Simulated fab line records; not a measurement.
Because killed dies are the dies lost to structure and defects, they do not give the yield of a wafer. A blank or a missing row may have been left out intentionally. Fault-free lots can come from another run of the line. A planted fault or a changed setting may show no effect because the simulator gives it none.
Chamber matching / flow n5 finfet / 4 sister chambers for N5_BEOL_M14_STRIP_37 on rie diel-02
The step strips in O2. 14 wafers are shown with their chamber, then 7 later ones without.

== WAFERS PAIRED WITH THEIR CHAMBERS ==
wafer=L074.2; chamber=0; showerhead plenum p Torr (Torr)=1.99; drypump motor current A (A)=5.6; throttle valve pct (%)=16.82
wafer=L074.3; chamber=3; showerhead plenum p Torr (Torr)=1.96; drypump motor current A (A)=6.5; throttle valve pct (%)=16.45
wafer=L074.5; chamber=3; showerhead plenum p Torr (Torr)=1.96; drypump motor current A (A)=6.5; throttle valve pct (%)=16.42
wafer=L076.1; chamber=2; showerhead plenum p Torr (Torr)=2.23; drypump motor current A (A)=5.4; throttle valve pct (%)=16.62
wafer=L076.3; chamber=1; showerhead plenum p Torr (Torr)=2.23; drypump motor current A (A)=5.4; throttle valve pct (%)=16.38
wafer=L076.5; chamber=0; showerhead plenum p Torr (Torr)=1.99; drypump motor current A (A)=5.6; throttle valve pct (%)=16.86
wafer=L081.1; chamber=0; showerhead plenum p Torr (Torr)=1.99; drypump motor current A (A)=5.5; throttle valve pct (%)=16.89
wafer=L081.4; chamber=0; showerhead plenum p Torr (Torr)=1.99; drypump motor current A (A)=5.6; throttle valve pct (%)=16.84
wafer=L081.6; chamber=1; showerhead plenum p Torr (Torr)=2.23; drypump motor current A (A)=5.4; throttle valve pct (%)=16.32
wafer=L080.2; chamber=1; showerhead plenum p Torr (Torr)=2.23; drypump motor current A (A)=5.4; throttle valve pct (%)=16.38
wafer=L080.3; chamber=0; showerhead plenum p Torr (Torr)=1.99; drypump motor current A (A)=5.6; throttle valve pct (%)=16.87
wafer=L080.6; chamber=0; showerhead plenum p Torr (Torr)=1.98; drypump motor current A (A)=5.6; throttle valve pct (%)=16.88
wafer=L083.2; chamber=2; showerhead plenum p Torr (Torr)=2.22; drypump motor current A (A)=5.4; throttle valve pct (%)=16.66
wafer=L083.5; chamber=0; showerhead plenum p Torr (Torr)=1.98; drypump motor current A (A)=5.6; throttle valve pct (%)=16.88

SIGNATURES (averages over the wafers above)
reading=showerhead plenum p Torr; chamber 0=1.9871; chamber 1=2.2300; chamber 2=2.2250; chamber 3=1.9600; scatter within a chamber=0.00439
reading=drypump motor current A; chamber 0=5.586; chamber 1=5.400; chamber 2=5.400; chamber 3=6.500; scatter within a chamber=0.0293
reading=throttle valve pct; chamber 0=16.8629; chamber 1=16.3600; chamber 2=16.6400; chamber 3=16.4350; scatter within a chamber=0.0272
Rule: for each reading, subtract the chamber's mean from the wafer's reading, divide by that reading's scatter and square the result; add these up over the readings and take the root, which gives the wafer's distance from the chamber. The wafer belongs to the nearest chamber; if the next one is less than 2 further off, it can't be placed. The scatter: the root of (the sum of the squares of (reading less its chamber's mean) over the shown wafers, divided by (wafers less chambers)).

== WAFERS WITH NO CHAMBER GIVEN ==
wafer=L083.6; showerhead plenum p Torr (Torr)=2.22; drypump motor current A (A)=5.4; throttle valve pct (%)=16.36
wafer=L091.1; showerhead plenum p Torr (Torr)=1.98; drypump motor current A (A)=5.6; throttle valve pct (%)=16.90
wafer=L091.2; showerhead plenum p Torr (Torr)=2.21; drypump motor current A (A)=6.5; throttle valve pct (%)=15.99
wafer=L091.5; showerhead plenum p Torr (Torr)=2.22; drypump motor current A (A)=5.3; throttle valve pct (%)=16.36
wafer=L094.2; showerhead plenum p Torr (Torr)=2.21; drypump motor current A (A)=6.6; throttle valve pct (%)=16.04
wafer=L094.4; showerhead plenum p Torr (Torr)=2.21; drypump motor current A (A)=5.4; throttle valve pct (%)=16.67
wafer=L094.5; showerhead plenum p Torr (Torr)=2.22; drypump motor current A (A)=5.4; throttle valve pct (%)=16.43

== CHAMBER TAKEN BY EACH ==
wafer=L083.6; from the rows above=1; in truth=1
wafer=L091.1; from the rows above=0; in truth=0
wafer=L091.2; from the rows above=1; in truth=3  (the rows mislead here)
wafer=L091.5; from the rows above=1; in truth=1
wafer=L094.2; from the rows above=1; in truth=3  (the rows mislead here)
wafer=L094.4; from the rows above=2; in truth=2
wafer=L094.5; from the rows above=1; in truth=1
Placed correctly: 5 of 7. Not placeable from these rows: 0. 2 placed wrongly.
